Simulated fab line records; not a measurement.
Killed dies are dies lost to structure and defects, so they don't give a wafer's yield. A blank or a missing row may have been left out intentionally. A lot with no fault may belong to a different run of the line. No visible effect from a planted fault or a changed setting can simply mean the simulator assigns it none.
Chamber matching :: flow n5 finfet :: N5_HKMG_FIN_STRIP_93 on rie diel-04: 4 sister chambers
The step strips SOC in N2/H2, time 20 s. 18 wafers are shown with their chamber, then 9 later ones without.

WAFERS, EACH WITH ITS CHAMBER
wafer: L074.2
chamber: 0
drypump motor current A (A): 6.1
showerhead plenum p Torr (Torr): 3.44
throttle valve pct (%): 19.2

wafer: L074.4
chamber: 2
drypump motor current A (A): 5.9
showerhead plenum p Torr (Torr): 3.34
throttle valve pct (%): 19.3

wafer: L074.6
chamber: 0
drypump motor current A (A): 6.1
showerhead plenum p Torr (Torr): 3.44
throttle valve pct (%): 19.2

wafer: L075.2
chamber: 3
drypump motor current A (A): 5.5
showerhead plenum p Torr (Torr): 3.43
throttle valve pct (%): 18.8

wafer: L075.4
chamber: 1
drypump motor current A (A): 6.2
showerhead plenum p Torr (Torr): 3.49
throttle valve pct (%): 19.1

wafer: L075.5
chamber: 3
drypump motor current A (A): 5.5
showerhead plenum p Torr (Torr): 3.43
throttle valve pct (%): 18.8

wafer: L076.3
chamber: 1
drypump motor current A (A): 6.2
showerhead plenum p Torr (Torr): 3.49
throttle valve pct (%): 19.1

wafer: L076.4
chamber: 2
drypump motor current A (A): 6.0
showerhead plenum p Torr (Torr): 3.33
throttle valve pct (%): 19.3

wafer: L076.5
chamber: 1
drypump motor current A (A): 6.2
showerhead plenum p Torr (Torr): 3.49
throttle valve pct (%): 19.1

wafer: L082.3
chamber: 1
drypump motor current A (A): 6.2
showerhead plenum p Torr (Torr): 3.48
throttle valve pct (%): 19.1

wafer: L082.5
chamber: 1
drypump motor current A (A): 6.3
showerhead plenum p Torr (Torr): 3.48
throttle valve pct (%): 19.1

wafer: L082.6
chamber: 0
drypump motor current A (A): 6.1
showerhead plenum p Torr (Torr): 3.44
throttle valve pct (%): 18.8

wafer: L083.1
chamber: 0
drypump motor current A (A): 6.1
showerhead plenum p Torr (Torr): 3.43
throttle valve pct (%): 18.8

wafer: L083.3
chamber: 3
drypump motor current A (A): 5.5
showerhead plenum p Torr (Torr): 3.42
throttle valve pct (%): 18.8

wafer: L083.5
chamber: 3
drypump motor current A (A): 5.5
showerhead plenum p Torr (Torr): 3.42
throttle valve pct (%): 18.8

wafer: L084.3
chamber: 2
drypump motor current A (A): 5.9
showerhead plenum p Torr (Torr): 3.32
throttle valve pct (%): 19.3

wafer: L084.5
chamber: 0
drypump motor current A (A): 6.1
showerhead plenum p Torr (Torr): 3.43
throttle valve pct (%): 18.8

wafer: L084.6
chamber: 1
drypump motor current A (A): 6.2
showerhead plenum p Torr (Torr): 3.48
throttle valve pct (%): 19.1

SIGNATURES (means of the wafers above)
reading: drypump motor current A
chamber 0: 6.100
chamber 1: 6.217
chamber 2: 5.933
chamber 3: 5.500
scatter within a chamber: 0.0327

reading: showerhead plenum p Torr
chamber 0: 3.4360
chamber 1: 3.4850
chamber 2: 3.3300
chamber 3: 3.4250
scatter within a chamber: 0.00638

reading: throttle valve pct
chamber 0: 18.960
chamber 1: 19.100
chamber 2: 19.300
chamber 3: 18.800
scatter within a chamber: 0.117
Rule: for each reading, subtract the chamber's mean from the wafer's reading, divide by that reading's scatter and square the result; add these up over the readings and take the root, which gives the wafer's distance from the chamber. The wafer belongs to the nearest chamber; if the next one is less than 2 further off, it can't be placed. The scatter: take each reading less its chamber's mean, square it, sum over the shown wafers, divide by the number of wafers less the number of chambers, and take the root.

WAFERS WITH NO CHAMBER GIVEN
wafer: L086.2
drypump motor current A (A): 5.9
showerhead plenum p Torr (Torr): 3.32
throttle valve pct (%): 19.4

wafer: L086.3
drypump motor current A (A): 6.1
showerhead plenum p Torr (Torr): 3.43
throttle valve pct (%): 18.8

wafer: L086.5
drypump motor current A (A): 6.1
showerhead plenum p Torr (Torr): 3.43
throttle valve pct (%): 18.8

wafer: L088.1
drypump motor current A (A): 6.2
showerhead plenum p Torr (Torr): 3.47
throttle valve pct (%): 19.1

wafer: L088.3
drypump motor current A (A): 6.1
showerhead plenum p Torr (Torr): 3.43
throttle valve pct (%): 18.8

wafer: L088.6
drypump motor current A (A): 6.3
showerhead plenum p Torr (Torr): 3.47
throttle valve pct (%): 19.1

wafer: L091.2
drypump motor current A (A): 5.5
showerhead plenum p Torr (Torr): 3.41
throttle valve pct (%): 18.4

wafer: L091.4
drypump motor current A (A): 6.2
showerhead plenum p Torr (Torr): 3.47
throttle valve pct (%): 19.1

wafer: L091.6
drypump motor current A (A): 5.5
showerhead plenum p Torr (Torr): 3.41
throttle valve pct (%): 18.4

THE CHAMBER EACH PASSED THROUGH
wafer: L086.2
from the rows above: 2
in truth: 2

wafer: L086.3
from the rows above: 0
in truth: 0

wafer: L086.5
from the rows above: 0
in truth: 0

wafer: L088.1
from the rows above: 1
in truth: 1

wafer: L088.3
from the rows above: 0
in truth: 0

wafer: L088.6
from the rows above: 1
in truth: 1

wafer: L091.2
from the rows above: 3
in truth: 3

wafer: L091.4
from the rows above: 1
in truth: 1

wafer: L091.6
from the rows above: 3
in truth: 3
Placed correctly: 9 of 9. From these rows, 0 cannot be placed. Number placed wrongly: 0.
